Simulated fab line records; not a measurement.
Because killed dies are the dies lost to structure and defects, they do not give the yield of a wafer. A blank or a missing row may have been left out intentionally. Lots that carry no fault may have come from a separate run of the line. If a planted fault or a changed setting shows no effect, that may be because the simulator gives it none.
fab line records	flow nandHarc
record: lots: 13	wafers: 39	lastDay: 26
route steps=1159 shown A_CONTACT@875 A_BONDPAD@1087 THIN_TSV@1125 END@1159
lots that met no fault: from a run of the same line without faults
startH: start of the lot's first displayed wafer, in hours after the record's first day	waitH: time in hours since the lot's previous step	" same as the row above	L1.1+2: one row covering several wafers at once	- no value, or no start given	* or withheld: withheld	< > ~ a bound
route shown NAME@n: names a module that has steps shown in the file, with the first one's number in the route	usual: average and standard deviation across the fault-free wafers	same: alike in all rows	chamber/n: place in a boat	sites: readings site by site	_std_site: standard deviation of those values	_edge_site: mean of outer sites minus mean of inner sites	radiusMm: how far each site lies from the wafer's centre	mask NAME#n: copy n	behind: the last tool/chamber to shape the wafer	hold: why the lot went on hold/how many hours it stayed there/how the hold came to an end	device: whichever transistor did not switch (one of n, p or np)	end of line: tests of these same wafers at the route's end	step lacking rows: just its recipe	killed: the dies lost at the first sort to structure and to defects; this is not the yield of the wafer	map: dies across one wafer; x = killed, . = not, _ = none there
set.NAME: the run value of the setting; set.NAME@STEP: its run value at that earlier step	model.NAME: the simulator's own value behind a step, which no gauge read
steps of the route over a sample of lots; a table a step, a row a wafer
services: the hour from which a tool's chamber was out of use, counted from the record's first day as startH (under 0 if before that day), plus the number of hours and why
== steps ==
step: NHARC_A_CONTACT_ETCH_90
recipe: targetDepthA: 400	overEtchFrac: 0.5	timeS: 85.7	ionEnergyEv: 120	ch3fFlowSccm: 50	o2FlowSccm: 30	arFlowSccm: 200	rfW: 500	biasW: 100	chemistry: CH3F/O2
usual: drypumpMotorCurrentA: 5.7/0.49	oesProductAu: 0.96/0.037	rfVppV: 244.5/2	showerheadPlenumPTorr: 2.46/0.12	throttleValvePct: 20.663/0.0097
lot.wafer	tool	chamber	startH	waitH	drypumpMotorCurrentA	oesProductAu	rfHoursCounterH	rfVppV	showerheadPlenumPTorr	throttleValvePct
L902.3	rieDiel-08	2	389.25	0.5	4.9	1.00	27	245.3	2.57	20.661
L902.4	"	2	"	"	4.9	1.01	-	246.6	2.57	20.664
L902.5	"	1	"	"	5.4	0.99	-	245.5	2.52	20.681
L903.3	rieDiel-13	2	395.97	0.4	6.2	0.92	17	241.7	2.28	20.658
L903.1	"	3	"	"	5.6	0.92	17	245.5	2.55	20.658
L903.6	"	2	"	"	6.3	0.93	-	240.6	2.28	20.678
L906.2	rieDiel-13	3	413.86	0.5	5.6	1.00	22	246.4	2.55	20.674
L906.6	"	3	"	"	5.6	0.99	-	246.7	2.55	20.660
L906.5	"	0	"	"	5.1	1.00	-	243.3	2.33	20.663
L905.3	rieDiel-13	3	422.86	0.4	5.6	0.92	23	245.3	2.55	20.654
L905.1	"	0	"	"	5.1	0.93	23	242.5	2.33	20.654
L905.5	"	1	"	"	6.0	0.92	-	243.8	2.48	20.667
L911.2	rieDiel-08	0	438.38	0.5	5.7	0.92	51	246.7	2.64	20.657
L911.4	"	1	"	"	5.4	0.94	46	244.2	2.51	20.666
L911.5	"	0	"	"	5.7	0.93	-	247.0	2.64	20.662
L910.2	rieDiel-08	0	439.22	0.7	5.7	0.91	51	247.3	2.64	20.682
L910.3	"	1	"	"	5.4	0.93	46	243.7	2.51	20.651
L910.6	"	0	"	"	5.7	0.92	-	247.1	2.64	20.674
L913.4	rieDiel-08	3	474.58	0.4	5.1	0.92	57	243.1	2.35	20.659
L913.3	"	0	"	"	5.7	0.92	65	246.9	2.63	20.668
L913.5	"	3	"	"	5.1	0.93	-	244.0	2.35	20.657
L916.3	rieDiel-08	3	475.11	0.5	5.1	0.91	57	242.3	2.35	20.658
L916.1	"	0	"	"	5.7	0.91	65	246.9	2.63	20.652
L916.6	"	2	"	"	4.9	0.93	-	244.6	2.56	20.642
L919.4	rieDiel-13	1	480.22	0.5	6.1	0.93	3	242.5	2.48	20.635
L919.2	"	3	"	"	5.6	0.94	3	246.7	2.55	20.655
L919.3	"	0	"	"	5.1	0.94	2	242.9	2.33	20.669
L918.2	rieDiel-13	1	508.90	0.6	6.1	1.00	7	244.1	2.48	20.663
L918.1	"	2	"	"	6.2	1.01	7	246.9	2.66	20.662
L918.5	"	1	"	"	6.0	1.00	-	243.6	2.48	20.666
L922.2	rieDiel-13	0	513.80	0.5	5.1	1.01	8	244.5	2.33	20.659
L922.1	"	2	"	"	6.2	1.02	8	247.8	2.66	20.656
L922.3	"	3	"	"	5.6	1.00	9	245.2	2.54	20.648
L924.2	rieDiel-13	0	526.05	0.6	5.1	0.93	13	242.2	2.33	20.673
L924.1	"	1	"	"	6.0	0.92	12	244.4	2.48	20.658
L924.4	"	2	"	"	6.2	0.93	13	246.6	2.66	20.659
L925.2	rieDiel-13	1	528.61	0.6	6.0	0.92	13	245.2	2.48	20.663
L925.3	"	2	"	"	6.2	0.94	13	247.4	2.66	20.669
L925.5	"	1	"	"	6.1	0.92	-	245.9	2.48	20.668
step: NHARC_A_BONDPAD_ANNEAL_28
recipe: tempC: 225	timeS: 90
usual: wafer_temp_C_max: 226.16/0.25
lot.wafer	tool	chamber	startH	waitH	wafer_temp_C_max
L902.3	rtpAnneal-02	0	428.86	0.3	226.35
L902.4	"	0	"	"	226.60
L902.5	"	0	"	"	226.29
L903.1	rtpAnneal-01	0	435.59	-	226.34
L903.3	"	0	"	"	226.44
L903.6	"	0	"	"	226.33
L906.2	rtpAnneal-01	0	458.24	0.4	226.14
L906.5	"	0	"	"	226.16
L906.6	"	0	"	"	226.52
L905.1	rtpAnneal-01	0	459.51	0.4	225.98
L905.3	"	0	"	"	226.07
L905.5	"	0	"	"	226.25
L910.2	rtpAnneal-02	0	481.27	-	225.77
L910.3	"	0	"	"	225.78
L910.6	"	0	"	"	226.21
L911.2	rtpAnneal-02	0	481.78	0.4	226.49
L911.4	"	0	"	"	226.00
L911.5	"	0	"	"	226.44
L913.3	rtpAnneal-02	0	534.16	0.3	226.65
L913.4	"	0	"	"	225.94
L913.5	"	0	"	"	226.06
L916.1	rtpAnneal-02	0	534.66	-	226.05
L916.3	"	0	"	"	226.33
L916.6	"	0	"	"	226.45
L919.2	rtpAnneal-02	0	535.05	0.4	226.14
L919.3	"	0	"	"	225.85
L919.4	"	0	"	"	226.36
L918.1	rtpAnneal-02	0	556.26	-	226.52
L918.2	"	0	"	"	226.36
L918.5	"	0	"	"	226.15
L922.1	rtpAnneal-02	0	556.78	-	225.69
L922.2	"	0	"	"	225.79
L922.3	"	0	"	"	225.92
L924.1	rtpAnneal-02	0	572.46	-	226.52
L924.2	"	0	"	"	226.44
L924.4	"	0	"	"	225.75
L925.2	rtpAnneal-01	0	575.04	-	226.14
L925.3	"	0	"	"	226.14
L925.5	"	0	"	"	226.14
step: NHARC_A_BONDPAD_THK_MEAS_20
recipe: thkMeasGauge: xrf
usual: thkNm: 169.6/1.4
lot.wafer	tool	chamber	startH	waitH	thkNm
L902.3	filmMetro-02	-	429.43	-	167.6
L902.4	"	-	"	"	169.6
L902.5	"	-	"	"	167.6
L903.1	filmMetro-02	-	436.26	-	168.1
L903.3	"	-	"	"	170.0
L903.6	"	-	"	"	169.4
L906.2	filmMetro-02	-	458.85	-	170.4
L906.5	"	-	"	"	170.2
L906.6	"	-	"	"	169.8
L905.1	filmMetro-01	-	460.17	-	170.8
L905.3	"	-	"	"	169.7
L905.5	"	-	"	"	171.8
L910.2	filmMetro-01	-	481.89	-	170.9
L910.3	"	-	"	"	169.7
L910.6	"	-	"	"	167.6
L911.2	filmMetro-02	-	482.40	-	172.2
L911.4	"	-	"	"	170.7
L911.5	"	-	"	"	170.2
L913.3	filmMetro-02	-	534.73	-	169.1
L913.4	"	-	"	"	167.6
L913.5	"	-	"	"	169.9
L916.1	filmMetro-01	-	535.33	-	171.1
L916.3	"	-	"	"	167.7
L916.6	"	-	"	"	168.8
L919.2	filmMetro-01	-	535.67	-	170.3
L919.3	"	-	"	"	170.1
L919.4	"	-	"	"	168.6
L918.1	filmMetro-02	-	556.93	-	169.6
L918.2	"	-	"	"	170.1
L918.5	"	-	"	"	167.1
L922.1	filmMetro-01	-	557.45	-	170.7
L922.2	"	-	"	"	168.6
L922.3	"	-	"	"	168.3
L924.1	filmMetro-02	-	573.13	-	169.2
L924.2	"	-	"	"	170.6
L924.4	"	-	"	"	170.4
L925.2	filmMetro-02	-	575.66	-	169.3
L925.3	"	-	"	"	167.6
L925.5	"	-	"	"	169.9
step: NHARC_THIN_TSV_ETCHBACK_48
recipe: targetDepthA: 10285	overEtchFrac: 0.3	timeS: 405.17	ionEnergyEv: 250	c4f8FlowSccm: withheld	arFlowSccm: withheld	rfW: 600	biasW: 300	chemistry: C4F8/Ar
usual: oesProductAu: 0.938/0.028	rfVppV: 545.9/2.4
lot.wafer	tool	chamber	startH	waitH	oesProductAu	rfHoursCounterH	rfVppV
L902.3	rieDiel-02	0	447.06	-	0.923	12	548.3
L902.4	"	1	"	"	0.931	11	542.6
L902.5	"	0	"	"	0.929	-	548.7
L903.3	rieDiel-10	1	452.85	-	0.950	6	545.2
L903.1	"	2	"	"	0.958	4	548.1
L903.6	"	3	"	"	0.976	-	546.7
L906.2	rieDiel-10	3	474.35	-	0.925	6	546.1
L906.6	"	3	"	"	0.923	-	547.8
L906.5	"	0	"	"	0.916	-	544.2
L905.1	rieDiel-01	1	475.36	-	0.930	10	547.9
L905.3	"	0	"	"	0.927	9	547.3
L905.5	"	2	"	"	0.941	-	547.7
L910.3	rieDiel-10	3	498.74	-	0.929	8	546.1
L910.2	"	2	"	"	0.929	7	547.8
L910.6	"	3	"	"	0.934	-	546.2
L911.2	rieDiel-02	3	500.00	-	0.937	17	541.4
L911.4	"	0	"	"	0.927	18	549.4
L911.5	"	2	"	"	0.938	-	544.2
L913.4	rieDiel-01	0	550.04	0.4	0.944	2	548.3
L913.3	"	1	"	"	0.922	2	549.4
L913.5	"	3	"	"	0.923	-	542.4
L916.1	rieDiel-01	2	550.94	-	0.939	2	549.8
L916.3	"	3	"	"	0.921	2	542.3
L916.6	"	2	"	"	0.930	-	547.5
L919.2	rieDiel-01	2	552.09	0.4	0.932	2	548.9
L919.4	"	3	"	"	0.920	2	541.7
L919.3	"	0	"	"	0.925	2	548.3
L918.2	rieDiel-02	0	574.46	-	0.937	6	547.4
L918.1	"	2	"	"	0.904	6	545.3
L918.5	"	0	"	"	0.931	-	547.8
L922.2	rieDiel-01	2	575.98	-	0.929	4	548.4
L922.1	"	0	"	"	0.948	4	547.7
L922.3	"	1	"	"	0.925	4	547.0
L924.1	rieDiel-01	1	587.47	-	0.920	5	547.4
L924.4	"	2	"	"	0.923	5	546.9
L924.2	"	3	"	"	0.929	5	542.5
L925.3	rieDiel-01	2	593.74	-	0.997	6	548.1
L925.2	"	0	"	"	1.017	6	548.0
L925.5	"	0	"	"	1.008	-	545.8
step: NHARC_END_SORT_01
recipe: tempC: 25
usual: killedAtArray: 27/12	killedAtOther: 0.5/0.9	killedAtPeriphery: 3.7/2.7	killedDies: 31/12	killedOpen: 3.3/2	killedShort: 2.0/1.4
same: grossDies: 677
lot.wafer	tool	chamber	startH	waitH	killedAtArray	killedAtOther	killedAtPeriphery	killedDies	killedOpen	killedShort
L916.1	prober-01	0	563.00	2.5	105	0	2	107	4	2
L916.3	prober-01	0	564.62	3.1	109	0	2	111	2	1
L916.6	prober-01	0	567.05	4.1	80	0	2	82	3	1
L913.3	prober-02	0	564.55	3.1	101	2	2	105	2	1
L913.4	prober-02	0	565.35	3.4	98	0	4	102	3	2
L913.5	prober-02	0	566.15	3.7	110	0	3	113	5	2
killed by level:class
L916.1 A_CONTACT:unspecified=78 A_CHANNEL_HOLE_D1:chamberFilmFlake=16 A_ONON_D1:geometricParticle:open=2 A_STAIRCASE:chamberFilmFlake=2 A_CONTACT:chamberFilmFlake=2 P_STI:geometricParticle:short=1 P_CONTACT:geometricParticle:open=1 A_ONON_D1:geometricParticle:short=1
L913.3 A_CONTACT:unspecified=77 A_CHANNEL_HOLE_D1:chamberFilmFlake=17 P_GATE:chamberFilmFlake=2 A_WL_FILL:chamberFilmFlake=2 THIN_TSV:chamberFilmFlake=2 A_STAIRCASE:geometricParticle:open=1 A_CONTACT:geometricParticle:open=1 A_CONTACT:geometricParticle:short=1
L916.3 A_CONTACT:unspecified=82 A_CHANNEL_HOLE_D1:chamberFilmFlake=19 A_CHANNEL_FILL_D1:chamberFilmFlake=3 A_STAIRCASE:chamberFilmFlake=2 P_GATE:geometricParticle:short=1 P_M0:geometricParticle:open=1 A_CONTACT:geometricParticle:open=1 A_WL_FILL:chamberFilmFlake=1
L913.4 A_CONTACT:unspecified=74 A_CHANNEL_HOLE_D1:chamberFilmFlake=18 P_ZERO_WELL:chamberFilmFlake=2 A_WL_FILL:chamberFilmFlake=2 P_GATE:geometricParticle:open=1 A_CHANNEL_FILL_D1:geometricParticle:short=1 A_CHANNEL_FILL_D1:geometricParticle:open=1 A_CONTACT:geometricParticle:short=1
L913.5 A_CONTACT:unspecified=78 A_CHANNEL_HOLE_D1:chamberFilmFlake=20 A_CONTACT:chamberFilmFlake=4 A_CONTACT:geometricParticle:open=3 P_GATE:chamberFilmFlake=2 P_M1:geometricParticle:open=1 A_CHANNEL_HOLE_D1:geometricParticle:open=1 A_CHANNEL_FILL_D1:geometricParticle:short=1
L916.6 A_CONTACT:unspecified=49 A_CHANNEL_HOLE_D1:chamberFilmFlake=22 A_BLC:geometricParticle:open=2 A_CONTACT:chamberFilmFlake=2 A_CHANNEL_FILL_D1:geometricParticle:short=1 A_CONTACT:geometricParticle:open=1 P_STI:chamberFilmFlake=1 P_GATE:chamberFilmFlake=1
== services ==
tool	chamber	startH	hours	kind
rieDiel-01	1	367.25	9.1	repair
rieDiel-08	3	368.91	2.4	repair
rieDiel-01	0	371.65	7.3	repair
rieDiel-10	2	371.86	19.0	repair
rieDiel-13	0	383.06	-	clean
rieDiel-13	1	383.06	-	clean
rieDiel-13	2	383.06	-	clean
rieDiel-10	2	397.82	11.9	repair
rieDiel-01	3	417.50	6.4	repair
rieDiel-02	3	431.82	3.5	repair
rieDiel-01	3	435.57	9.0	repair
rieDiel-13	-	453.08	9.0	pm
rieDiel-10	0	456.52	8.1	repair
rieDiel-10	-	473.57	0.6	repair
rieDiel-01	0	476.86	2.6	repair
rieDiel-08	-	480.12	9.0	pm
rieDiel-01	-	491.80	9.0	pm
rieDiel-02	-	505.34	9.0	pm
rieDiel-01	-	515.22	0.3	repair
rieDiel-13	0	526.94	4.7	repair
rieDiel-10	-	530.50	9.0	pm
rieDiel-10	0	567.42	21.3	repair
rieDiel-02	2	588.56	3.2	repair
rieDiel-01	3	592.46	4.3	repair
== key ==
firstSign: step: NHARC_END_SORT_01	reading: killedAtArray	direction: up	sigmas: 6.4	usual: 27	struck: 100
effect: step: NHARC_END_SORT_01	reading: killedDies	direction: up	sigmas: 6	usual: 31	struck: 103
moreKillsBornAt: NHARC_A_CONTACT_ETCH_90@rieDiel-08: 436
metAt NHARC_A_CONTACT_ETCH_90
struckLots L913,L916
testerLeftOut L913,L916
notActingAt NHARC_A_BONDPAD_ANNEAL_28,NHARC_A_BONDPAD_THK_MEAS_20,NHARC_THIN_TSV_ETCHBACK_48
onsetBetween 439.22 474.58
fault: kind: chamberParticleSource	tool: rieDiel-08	chamber: -	onsetH: 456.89	steps: NHARC_A_CONTACT_ETCH_90	ratePerVisitCm2: 0.73932	endH: 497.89
testerLeftOut: of these lots the tester's yield and bins aren't shown, on N5 and GAA mostly nor the transistor test; their killed dies are dies lost to structure and defects alone, not to doping, threshold or leakage, so they don't give the yield
